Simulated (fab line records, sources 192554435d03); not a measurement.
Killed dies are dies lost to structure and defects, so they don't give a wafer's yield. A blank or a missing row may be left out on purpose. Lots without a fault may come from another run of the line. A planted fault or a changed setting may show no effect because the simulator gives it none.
Chamber matching | flow n5_finfet | N5_BEOL_M7_STRIP_19 on rie_diel-04: 4 sister chambers
The step strips in O2. 27 wafers are shown with their chamber, then 12 later ones without.

WAFERS WITH THEIR CHAMBER
wafer  | chamber | drypump_motor_current_A (A) | showerhead_plenum_p_Torr (Torr) | oes_product_au (a.u.)
L074.1 | 1       | 6.6                         | 2.01                            | 0.76
L074.2 | 3       | 5.7                         | 1.98                            | 0.69
L074.3 | 2       | 5.5                         | 2.18                            | 0.75
L074.4 | 0       | 6.1                         | 2.09                            | 0.72
L074.5 | 1       | 6.6                         | 2.01                            | 0.77
L074.6 | 0       | 6.1                         | 2.09                            | 0.72
L083.1 | 0       | 6.1                         | 2.08                            | 0.70
L083.2 | 2       | 5.5                         | 2.18                            | 0.74
L083.5 | 2       | 5.5                         | 2.18                            | 0.74
L079.1 | 1       | 6.6                         | 2.00                            | 0.74
L079.2 | 2       | 5.5                         | 2.18                            | 0.74
L079.3 | 0       | 6.1                         | 2.08                            | 0.71
L079.4 | 3       | 5.7                         | 2.23                            | 0.95
L079.5 | 3       | 5.7                         | 2.23                            | 0.96
L079.6 | 0       | 6.1                         | 2.08                            | 0.70
L087.3 | 1       | 6.6                         | 2.00                            | 0.74
L087.5 | 0       | 6.1                         | 2.08                            | 0.70
L087.6 | 1       | 6.6                         | 2.00                            | 0.75
L085.2 | 2       | 5.5                         | 2.17                            | 0.73
L085.5 | 2       | 5.5                         | 2.17                            | 0.73
L085.6 | 1       | 6.5                         | 2.00                            | 0.74
L086.1 | 3       | 5.6                         | 2.23                            | 0.94
L086.3 | 2       | 5.5                         | 2.17                            | 0.72
L086.4 | 1       | 6.6                         | 2.00                            | 0.73
L088.1 | 0       | 6.2                         | 2.08                            | 0.69
L088.2 | 2       | 5.5                         | 2.17                            | 0.71
L088.3 | 3       | 5.6                         | 2.23                            | 0.92

SIGNATURES (means of the wafers above)
reading                  | chamber 0 | chamber 1 | chamber 2 | chamber 3 | scatter within a chamber
drypump_motor_current_A  | 6.114     | 6.586     | 5.500     | 5.660     | 0.0356
showerhead_plenum_p_Torr | 2.0829    | 2.0029    | 2.1750    | 2.1800    | 0.0469
oes_product_au           | 0.7057    | 0.7471    | 0.7325    | 0.8920    | 0.0489
Rule: a wafer's distance from a chamber is the root of the sum, over the readings, of the square of ((its reading less the chamber's mean) divided by the reading's scatter). The wafer belongs to the nearest chamber; if the next one is less than 2 further off, it can't be placed. The scatter: the root of (the sum of the squares of (reading less its chamber's mean) over the shown wafers, divided by (wafers less chambers)).

WAFERS WITHOUT THEIR CHAMBER
wafer  | drypump_motor_current_A (A) | showerhead_plenum_p_Torr (Torr) | oes_product_au (a.u.)
L091.1 | 6.1                         | 2.07                            | 0.69
L091.4 | 5.5                         | 2.17                            | 0.72
L091.5 | 6.6                         | 2.00                            | 0.74
L093.1 | 5.6                         | 2.23                            | 0.92
L093.2 | 6.6                         | 1.99                            | 0.73
L093.3 | 5.5                         | 2.17                            | 0.72
L093.4 | 6.1                         | 2.07                            | 0.69
L093.5 | 5.6                         | 2.23                            | 0.90
L093.6 | 5.5                         | 2.17                            | 0.72
L096.1 | 6.6                         | 1.99                            | 0.73
L096.3 | 5.5                         | 2.17                            | 0.72
L096.5 | 5.7                         | 2.23                            | 0.92

WHICH CHAMBER EACH WENT THROUGH
wafer  | from the rows above | in truth
L091.1 | 0                   | 0
L091.4 | 2                   | 2
L091.5 | 1                   | 1
L093.1 | 3                   | 3
L093.2 | 1                   | 1
L093.3 | 2                   | 2
L093.4 | 0                   | 0
L093.5 | 3                   | 3
L093.6 | 2                   | 2
L096.1 | 1                   | 1
L096.3 | 2                   | 2
L096.5 | 3                   | 3
Placed correctly: 12 of 12. Can't be placed from these rows: 0. Placed wrongly: 0.
